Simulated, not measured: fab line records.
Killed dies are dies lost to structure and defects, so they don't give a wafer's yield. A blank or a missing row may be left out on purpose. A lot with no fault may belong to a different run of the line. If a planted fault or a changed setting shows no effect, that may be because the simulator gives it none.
Comparing a struck lot with a sound one | flow n5 finfet | 18 out of 1938 route steps
Sound: the wafers L131.1, L131.2, L131.5. Wafers L128.1, L128.2, L128.4 were the ones struck. Last of all comes the cause.
Each step with rows lists, per side, the tool, then ch with its chambers, then its first start. Under that, the readings that differ: sound wafers | struck wafers | difference of the means | sigmas: that difference in standard deviations of wafers without a fault.
alike: readings with means less than 2 such deviations apart, plus words and numbers identical on both sides. not compared: withheld readings, readings lacking a value on some wafer, bounds such as >300 that could conceal the same value, and numbers that have no deviation in the record and whose values overlap.
A row with sigmas, a row that says differs or no value, or rows on one side alone: a step with any of these is where the two part. Numbers that have no deviation but don't overlap get no sigmas and don't part them. A reading missing from all wafers of one side parts the sides only when that side holds two or more wafers.

first, 2 steps without rows for these wafers: N5_BEOL_M13_ETCH_68 (etches SOC in N2/H2, time 355 s); N5_BEOL_M13_STRIP_69 (strips in N2/H2).
N5_BEOL_M13_TRENCH_ETCH_34: etches SiOC in C4F8/O2/Ar, target depth 413.47 nm, time 162.6 s.
  sound on rie diel-03 ch 0,1, day 15 01:50; struck on rie diel-01 ch 1,2,3, day 15 05:08
  alike: bias w, chamber pressure mTorr, drypump motor current A, oes product au, rf vpp V, showerhead plenum p Torr, throttle valve pct
  not compared: rf hours counter h
then, 1 step without rows for these wafers: N5_BEOL_M13_STRIP_70 (strips in C4F8/O2/Ar).
N5_BEOL_M13_OCD_MEAS_35:
  struck on ocd-02, day 15 05:19; sound on ocd-01, day 15 02:01
  alike: trench depth nm
then, 1 step without rows for these wafers: N5_BEOL_M13_STRIP_37 (strips in N2/H2).
N5_BEOL_M13_ETCH_38: etches SiCN in CF4/N2, target depth 67.5 nm, time 71.9 s.
  sound on rie diel-03 ch 2,3, day 15 03:35; struck on rie diel-03 ch 1,2,3, day 15 06:05
  alike: bias w, chamber pressure mTorr, drypump motor current A, oes product au, rf vpp V, showerhead plenum p Torr, throttle valve pct
  not compared: rf hours counter h
then, 2 steps without rows for these wafers: N5_BEOL_M13_PRECLEAN_39 (cleans in residue remover, time 60 s); N5_BEOL_M13_SRD_40 (time 30 s, dry time 30 s).
N5_BEOL_M13_DEGAS_41: time 60 s.
  struck on pvd sputter-03, day 15 06:30; sound on pvd sputter-03, day 15 03:59
  alike: heater power w
then, 1 step without rows for these wafers: N5_BEOL_M13_PRE_CLEAN_42 (time 30 s).
N5_BEOL_M13_SPUTTER_43: material TaN, target thk 15 nm, time 24.19 s.
  struck on pvd sputter-03, day 15 06:35; sound on pvd sputter-03, day 15 04:04
  alike: substrate temp c, throttle valve pct
N5_BEOL_M13_SPUTTER_44: material Ta, target thk 10 nm, time 16.13 s.
  struck on pvd sputter-03, day 15 06:40; sound on pvd sputter-03, day 15 04:09
  reading                                     | sound      | struck      | difference | sigmas
  model.Ta_of_BEOL_M13_SPUTTER_44.thk nm (nm) | 10 9.8 9.8 | 5.8 5.8 5.6 | -4.1       |
  alike: substrate temp c, throttle valve pct
N5_BEOL_M13_SPUTTER_45: material Cu, target thk 80 nm, time 13.33 s.
  struck on pvd sputter-03, day 15 06:44; sound on pvd sputter-03, day 15 04:14
  alike: substrate temp c, throttle valve pct
then, 2 steps without rows for these wafers: N5_BEOL_M13_ECD_47 (material Cu, target thk 936 nm); N5_BEOL_M13_ANNEAL_48 (time 90 s).
N5_BEOL_M13_CMP_49: polishes, stops on SiOC, t overpolish 17.1 s, target thk 420 nm.
  sound on cmp-01 ch 2,3, day 15 04:48; struck on cmp-01 ch 0,1,3, day 15 07:25
  reading                      | sound          | struck         | difference | sigmas
  barrier field endpoint s (s) | 29.9 30.8 30.0 | 25.1 24.6 24.3 | -5.6       | -8
  alike: motor current A, slurry filter dp kPa
N5_BEOL_M13_THK_MEAS_50: measures by xrf.
  struck on film metro-01, day 15 07:40; sound on film metro-02, day 15 05:06
  alike: M13_THK

== WHERE THEY PART ==
At N5_BEOL_M13_CMP_49 and nowhere else, as far as this record goes. Later steps at which nothing parts them and some readings are alike: N5_BEOL_M13_THK_MEAS_50.

WHY: the cause the simulator had injected
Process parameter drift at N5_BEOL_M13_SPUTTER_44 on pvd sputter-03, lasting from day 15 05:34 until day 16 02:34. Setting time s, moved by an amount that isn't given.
